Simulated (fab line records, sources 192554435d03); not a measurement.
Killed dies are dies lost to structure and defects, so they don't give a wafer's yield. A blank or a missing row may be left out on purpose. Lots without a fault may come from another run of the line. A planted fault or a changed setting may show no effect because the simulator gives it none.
Split-lot experiment | flow n5_finfet | 7 lots, 21 wafers read, on a route of 1938 steps

THE SPLIT
At N5_DUMMY_GATE_COAT_34 (time 60 s, resist thk 60 nm), the setting spin_rpm was moved away from the recipe's 1500 rpm on 8 of the 21 wafers read, by -5.3% to +10.8%. The other wafers ran this setting at the recipe's value.

FROM THE SPLIT TO THE READING: what the file shows between them, 10 steps
- N5_DUMMY_GATE_EXPOSE_12: exposes mask GATE, target cd 25 nm (also split here: dose_mj)
- N5_DUMMY_GATE_PEB_13: peb time 60 s
- N5_DUMMY_GATE_DEVELOP_14: develop time 30 s
- N5_DUMMY_GATE_CD_MEAS_15: target cd 25.8 nm
- N5_DUMMY_GATE_ETCH_29: etches underlayer in N2/H2, target depth 13 nm
- N5_DUMMY_GATE_ETCH_36: etches SiARC in CF4, target depth 13 nm
- N5_DUMMY_GATE_ETCH_37: etches SOC in N2/H2, target depth 60 nm, overetch 30 nm
- N5_DUMMY_GATE_STRIP_38: strips in N2/H2
- N5_DUMMY_GATE_STRIP_39: strips in N2/H2
- N5_DUMMY_GATE_STRIP_40: strips in CF4

THE READING
SOC_of_DUMMY_GATE_COAT_34.thk_nm (the simulator's own value, which no gauge read), in nm, at N5_DUMMY_GATE_ETCH_31 (etches SiO2 in C4F6/O2, target depth 82.5 nm, time 27.5 s). The file gives no usual value for it. The 13 wafers here that ran the recipe average 51.7 nm, standard deviation 0.29 nm.

wafer  | tool, chamber at the split | spin_rpm as run, rpm | against the recipe | SOC_of_DUMMY_GATE_COAT_34.thk_nm, nm | against lot-mates on the recipe
L074.2 | litho_track-01, 0          | 1500                 | recipe             | 51.4                                 | -
L074.4 | litho_track-01, 0          | 1500                 | recipe             | 51.4                                 | -
L074.3 | litho_track-01, 0          | 1500                 | recipe             | 51.6                                 | -
L079.3 | litho_track-01, 0          | 1544                 | +2.9%              | 51                                   | -1.2
L079.5 | litho_track-01, 0          | 1544                 | +2.9%              | 51                                   | -1.2
L079.4 | litho_track-01, 0          | 1500                 | recipe             | 52.2                                 | -
L081.1 | litho_track-05, 0          | 1500                 | recipe             | 51.8                                 | -
L081.5 | litho_track-05, 0          | 1500                 | recipe             | 51.8                                 | -
L081.3 | litho_track-05, 0          | 1500                 | recipe             | 52                                   | -
L083.2 | litho_track-05, 0          | 1662                 | +10.8%             | 49.2                                 | -3.0
L083.4 | litho_track-05, 0          | 1500                 | recipe             | 52.2                                 | -
L083.5 | litho_track-05, 0          | 1662                 | +10.8%             | 49                                   | -3.2
L082.1 | litho_track-05, 0          | 1442                 | -3.9%              | 53.2                                 | +2.0
L082.2 | litho_track-05, 0          | 1442                 | -3.9%              | 52.8                                 | +1.6
L082.4 | litho_track-05, 0          | 1500                 | recipe             | 51.2                                 | -
L087.2 | litho_track-01, 0          | 1500                 | recipe             | 51.6                                 | -
L087.4 | litho_track-01, 0          | 1421                 | -5.3%              | 53.2                                 | +1.6
L087.5 | litho_track-01, 0          | 1421                 | -5.3%              | 53.2                                 | +1.6
L097.1 | litho_track-05, 0          | 1500                 | recipe             | 51.6                                 | -
L097.6 | litho_track-05, 0          | 1500                 | recipe             | 51.6                                 | -
L097.3 | litho_track-05, 0          | 1500                 | recipe             | 51.8                                 | -

THE FIT
A straight line over all 21 wafers: SOC_of_DUMMY_GATE_COAT_34.thk_nm changes by -0.258 nm for each +1% of spin_rpm; r = -0.97; the points scatter about the line by 0.27 nm.
The same after taking each lot's own level away (the mean of its wafers on the recipe; 21 wafers): -0.313 nm for each +1%; r = -0.98; scatter 0.25 nm.
On that fit, the largest move of spin_rpm shifts the reading by 3.4 nm.
The lots' own levels span 51.20 to 52.20 nm, that is 3.5 times the standard deviation above.
So the lot-to-lot level changes the slope: the two fits differ.
Check: with one of the wafers moved furthest among these (+10.8%) left out of the fit, the line predicts -3.53 nm for it against its lot-mates. It came out at -3 nm against them.

OTHER SPLITS ON THESE WAFERS
These wafers also went through other splits before the reading. Each is held against what the fit with the lots' levels taken away leaves over:
other split on the same wafers  | wafers away from the commonest value | r with SOC_of_DUMMY_GATE_COAT_34.thk_nm (lot level and that fit taken away)
N5_FIN_SAQP_FIN_ETCH_36 icp_w   | 9                                    | +0.56
N5_DUMMY_GATE_EXPOSE_12 dose_mj | 10                                   | +0.37

THE WHOLE CHAIN: every reading that the file lists as answering this split, in the file's order
step                  | what it does                                              | reading                                                                           | change (the file's fit)               | r (the file's)
N5_DUMMY_GATE_COAT_34 | time 60 s, resist thk 60 nm                               | SOC_of_DUMMY_GATE_COAT_34.thk_nm (the simulator's own value, which no gauge read) | -0.302 nm for each +1% of the setting | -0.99
N5_DUMMY_GATE_ETCH_37 | etches SOC in N2/H2, target depth 60 nm, overetch 30 nm   | etch.depth_nm (the simulator's own value, which no gauge read)                    | -0.297 nm for each +1% of the setting | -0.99
N5_DUMMY_GATE_ETCH_31 | etches SiO2 in C4F6/O2, target depth 82.5 nm, time 27.5 s | SOC_of_DUMMY_GATE_COAT_34.thk_nm (the simulator's own value, which no gauge read) | -0.312 nm for each +1% of the setting | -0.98

THE FILE'S OWN FIT
SOC_of_DUMMY_GATE_COAT_34.thk_nm changes by -0.312 nm for each +1% of spin_rpm, r = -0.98.
